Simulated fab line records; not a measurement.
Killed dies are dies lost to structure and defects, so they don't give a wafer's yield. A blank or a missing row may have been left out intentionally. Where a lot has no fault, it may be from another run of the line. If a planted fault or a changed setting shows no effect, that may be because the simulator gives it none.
Which tool was responsible? | flow n5 finfet | Sampling: 11 lots, 33 wafers, 3 of 1938 route steps

== WHAT THE GAUGES SHOWED, per wafer ==
N5_MIM_BOT_LITHO_CD_MEAS_08 targets a cd of 3000 nm. Usual: cd nm at 2999.0 nm, with a standard deviation of 1.9.
lot  | measured     | on        | cd nm (nm)           | flag
L913 | day 12 05:44 | cd sem-03 | 2999.5 2997.9 2998.1 |
L912 | day 12 16:21 | cd sem-03 | 2996.3 2997.7 2994.4 |
L915 | day 12 21:14 | cd sem-03 | 2999.4 2999.2 2998.4 |
L917 | day 13 22:43 | cd sem-02 | 3000.2 3002.6 3002.0 |
L916 | day 13 22:45 | cd sem-02 | 2999.7 3001.1 3002.0 |
L921 | day 14 10:29 | cd sem-03 | 3000.7 2999.6 2999.3 |
L925 | day 15 19:52 | cd sem-01 | 2999.4 2999.2 3000.8 |
L930 | day 16 14:16 | cd sem-02 | 2999.8 2997.7 2998.2 |
L934 | day 17 16:54 | cd sem-03 | 2997.9 2998.8 2997.6 |
L932 | day 17 16:30 | cd sem-01 | 2998.0 2997.2 2998.7 |
L935 | day 18 08:50 | cd sem-01 | 2997.4 3001.8 3001.8 |

== EACH LOT AND THE TOOL THAT RAN IT (in order: tool; ch and the chambers of the sampled wafers; start) ==
lot  | N5_BEOL_M15_SPUTTER_43       | N5_BEOL_M15_SPUTTER_44
L913 | pvd sputter-01, day 12 00:46 | pvd sputter-01, day 12 00:51
L912 | pvd sputter-01, day 12 09:49 | pvd sputter-01, day 12 09:54
L915 | pvd sputter-01, day 12 15:08 | pvd sputter-01, day 12 15:13
L917 | pvd sputter-03, day 13 13:44 | pvd sputter-03, day 13 13:49
L916 | pvd sputter-02, day 13 13:52 | pvd sputter-02, day 13 13:57
L921 | pvd sputter-03, day 14 03:53 | pvd sputter-03, day 14 03:58
L925 | pvd sputter-02, day 15 12:48 | pvd sputter-02, day 15 12:53
L930 | pvd sputter-02, day 16 09:23 | pvd sputter-02, day 16 09:28
L934 | pvd sputter-02, day 17 10:15 | pvd sputter-02, day 17 11:44
L932 | pvd sputter-03, day 17 10:20 | pvd sputter-03, day 17 10:25
L935 | pvd sputter-02, day 18 02:01 | pvd sputter-02, day 18 02:06
- N5_BEOL_M15_SPUTTER_43: material TaN, target thk 15 nm, time 24.19 s.
- N5_BEOL_M15_SPUTTER_44: material Ta, target thk 15 nm, time 24.19 s.

== WHAT THE TOOLS THEMSELVES READ (means of the sampled wafers that have a number; where no wafer has one, the mark that the record gives instead) ==
N5_BEOL_M15_SPUTTER_43. Usual: throttle valve pct at 29.4 %, with a standard deviation of 1.1.
lot  | tool           | throttle valve pct (%) | flag
L913 | pvd sputter-01 | 28.2                   |
L912 | pvd sputter-01 | 29.6                   |
L915 | pvd sputter-01 | 28.8                   |
L917 | pvd sputter-03 | 29.9                   |
L916 | pvd sputter-02 | 30.0                   |
L921 | pvd sputter-03 | 29.9                   |
L925 | pvd sputter-02 | 29.2                   |
L930 | pvd sputter-02 | 29.6                   |
L934 | pvd sputter-02 | 29.7                   |
L932 | pvd sputter-03 | 29.5                   |
L935 | pvd sputter-02 | 30.2                   |

N5_BEOL_M15_SPUTTER_44. Usual: throttle valve pct at 29.4 %, with a standard deviation of 1.1.
lot  | tool           | throttle valve pct (%) | flag
L913 | pvd sputter-01 | 28.4                   |
L912 | pvd sputter-01 | 29.7                   |
L915 | pvd sputter-01 | 28.7                   |
L917 | pvd sputter-03 | 29.9                   |
L916 | pvd sputter-02 | 29.9                   |
L921 | pvd sputter-03 | 29.9                   |
L925 | pvd sputter-02 | 29.2                   |
L930 | pvd sputter-02 | 29.4                   |
L934 | pvd sputter-02 | 29.6                   |
L932 | pvd sputter-03 | 29.5                   |
L935 | pvd sputter-02 | 30.2                   |

== THE ANSWER, worked out from the rows above alone ==
Rule: a lot is off if the mean of its wafers that have a number lies more than 3 standard deviations from the usual mean. Also off: a lot with no number at a reading for which 4 or more lots have one. All remaining lots with rows at the step are treated as sound. After the gauges, taken in route order, come the tools' own readings; for these a lot's mean is taken, as printed above. At the first step where some lot is off, the reading lying furthest off is the one used; lots without a number count as furthest.
No lot is off on any of the readings shown, so nothing can be concluded from this.

== WHAT WAS PUT IN BY THE SIMULATOR ==
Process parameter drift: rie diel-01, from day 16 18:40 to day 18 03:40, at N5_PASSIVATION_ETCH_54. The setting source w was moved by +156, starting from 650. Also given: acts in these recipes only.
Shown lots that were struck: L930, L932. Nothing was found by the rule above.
